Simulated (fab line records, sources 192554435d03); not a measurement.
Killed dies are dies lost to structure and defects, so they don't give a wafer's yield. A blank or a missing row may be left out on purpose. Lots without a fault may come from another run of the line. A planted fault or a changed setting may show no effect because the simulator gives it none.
A struck lot beside a sound one | flow n5_finfet | 15 steps out of a route of 1938
Sound: wafers L352.4, L352.5, L352.6. Struck: wafers L356.2, L356.5, L356.6. The cause comes at the end.
At each step with rows: each side's tool, then ch and its chambers, then its first start. Under that, the readings that differ: sound wafers | struck wafers | difference of the means | sigmas: that difference in standard deviations of wafers without a fault.
alike: readings whose means differ by less than 2 such deviations, and words and numbers that are the same on both sides. not compared: withheld readings, readings that some wafer has no value for, bounds like >300 that may hide the same value, and numbers for which the record gives no deviation and whose values overlap.
The two part at a step that has a row with sigmas, a row that says differs or no value, or rows on one side only. Numbers that don't overlap but have no deviation are shown without sigmas and don't part them. A reading that every wafer of one side lacks parts them only if that side has two wafers or more.

first, 8 steps without rows for these wafers: N5_WELL_APT_HMDS_18 (time 60 s); N5_WELL_APT_COAT_19 (resist thk 950 nm); N5_WELL_APT_EBR_21; N5_WELL_APT_SOFTBAKE_20 (time 60 s); N5_WELL_APT_EXPOSE_22 (exposes mask PWELL, defocus 0 nm, target cd 200 nm); N5_WELL_APT_PEB_23 (peb time 90 s); N5_WELL_APT_DEVELOP_24 (develop time 45 s); N5_WELL_APT_HARDBAKE_29 (time 120 s).
N5_WELL_APT_CD_MEAS_25: target cd 200 nm.
  sound on cd_sem-02 ch 0, day 4 02:59; struck on cd_sem-03 ch 0, day 5 02:58
  alike: cd_nm
N5_WELL_APT_OVL_MEAS_26:
  sound on overlay-01 ch 0, day 4 03:01; struck on overlay-01 ch 0, day 5 03:00
  alike: PWELL_OVL
N5_WELL_APT_INSPECT_27: inspects for defects (macro).
  sound on defect_inspect-02, day 4 03:02; struck on defect_inspect-02, day 5 03:01
  alike: raw_defect_count
N5_WELL_APT_DESCUM_30: chemistry O2, time 7.9 s.
  sound on rie_diel-06 ch 0,1,3, day 4 03:04; struck on rie_diel-06 ch 0,1,3, day 5 03:04
  alike: drypump_motor_current_A, oes_product_au, rf_vpp_V, showerhead_plenum_p_Torr, throttle_valve_pct
  not compared: rf_hours_counter_h
N5_WELL_APT_IMPLANT_31:
  sound on implanter-02 ch 0, day 4 03:15; struck on implanter-01 ch 0, day 5 03:11
  reading            | sound                            | struck                           | difference  | sigmas
  dose_ions_cm2      | 1.4998e+13 1.4999e+13 1.5019e+13 | 1.9142e+13 1.9135e+13 1.9157e+13 | +4.1393e+12 | +99 or more
  faraday_current_uA | 189 196 194                      | 245 239 234                      | +46         | +12
then, 2 steps without rows for these wafers: N5_WELL_APT_IMPLANT_32; N5_PASSIVATION_PROBE_49.

WHERE THEY PART
Only at N5_WELL_APT_IMPLANT_31, within this record.

WHY: what the simulator had put in
Process parameter drift: implanter-01, from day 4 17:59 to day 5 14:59, at N5_WELL_APT_IMPLANT_31. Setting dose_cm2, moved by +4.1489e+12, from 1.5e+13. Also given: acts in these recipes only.
